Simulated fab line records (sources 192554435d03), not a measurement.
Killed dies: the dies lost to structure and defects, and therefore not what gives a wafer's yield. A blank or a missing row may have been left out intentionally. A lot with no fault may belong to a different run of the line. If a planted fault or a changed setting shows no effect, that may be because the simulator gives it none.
Matching of chambers / flow n5Finfet / N5_HKMG_FIN_ALD_71 on aldMetal-02: 4 sister chambers
The step deposits TiN, target thk 1 nm, pulse time 1 s, purge time 3 s. 8 wafers are shown with their chamber, then 8 later ones without.

WAFERS WITH THEIR CHAMBER
wafer=L082.3; chamber=2; heaterPowerW (W)=897; precursorPulseHeightRel=0.987
wafer=L084.1; chamber=3; heaterPowerW (W)=879; precursorPulseHeightRel=0.976
wafer=L084.3; chamber=1; heaterPowerW (W)=973; precursorPulseHeightRel=0.993
wafer=L084.4; chamber=2; heaterPowerW (W)=888; precursorPulseHeightRel=1.001
wafer=L088.2; chamber=1; heaterPowerW (W)=967; precursorPulseHeightRel=0.986
wafer=L088.3; chamber=0; heaterPowerW (W)=1015; precursorPulseHeightRel=0.993
wafer=L088.6; chamber=3; heaterPowerW (W)=878; precursorPulseHeightRel=1.035
wafer=L089.1; chamber=0; heaterPowerW (W)=1014; precursorPulseHeightRel=0.999

WAFERS WHOSE CHAMBER IS MISSING
wafer=L089.2; heaterPowerW (W)=870; precursorPulseHeightRel=0.989
wafer=L089.3; heaterPowerW (W)=873; precursorPulseHeightRel=0.993
wafer=L089.4; heaterPowerW (W)=966; precursorPulseHeightRel=0.997
wafer=L089.5; heaterPowerW (W)=1005; precursorPulseHeightRel=1.024
wafer=L089.6; heaterPowerW (W)=882; precursorPulseHeightRel=1.021
wafer=L096.2; heaterPowerW (W)=1038; precursorPulseHeightRel=0.953
wafer=L096.5; heaterPowerW (W)=1007; precursorPulseHeightRel=1.026
wafer=L096.6; heaterPowerW (W)=998; precursorPulseHeightRel=0.983

CHAMBER TAKEN BY EACH
wafer=L089.2; from the rows above=3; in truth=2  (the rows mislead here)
wafer=L089.3; from the rows above=3; in truth=3
wafer=L089.4; from the rows above=1; in truth=1
wafer=L089.5; from the rows above=0; in truth=0
wafer=L089.6; from the rows above=can't be placed: 3 or 2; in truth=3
wafer=L096.2; from the rows above=0; in truth=0
wafer=L096.5; from the rows above=0; in truth=0
wafer=L096.6; from the rows above=0; in truth=0
Placed correctly: 6 of 8. Cannot be placed on the basis of these rows: 1; the candidates contain the true chamber in 1. Wrongly placed: 1.
How it was worked out, from the rows above alone: a wafer's distance from a chamber is the root of the sum, over the readings, of the square of ((its reading less the chamber's mean) divided by the reading's scatter). If the next closest chamber is less than 2 further off than the closest, the wafer can't be placed; otherwise it belongs to the closest. For every chamber, the mean is computed from those of its wafers that are shown. How the scatter is found: for the shown wafers, subtract from each reading the mean of its chamber, square and add these, divide the total by (wafers less chambers), then take the root.
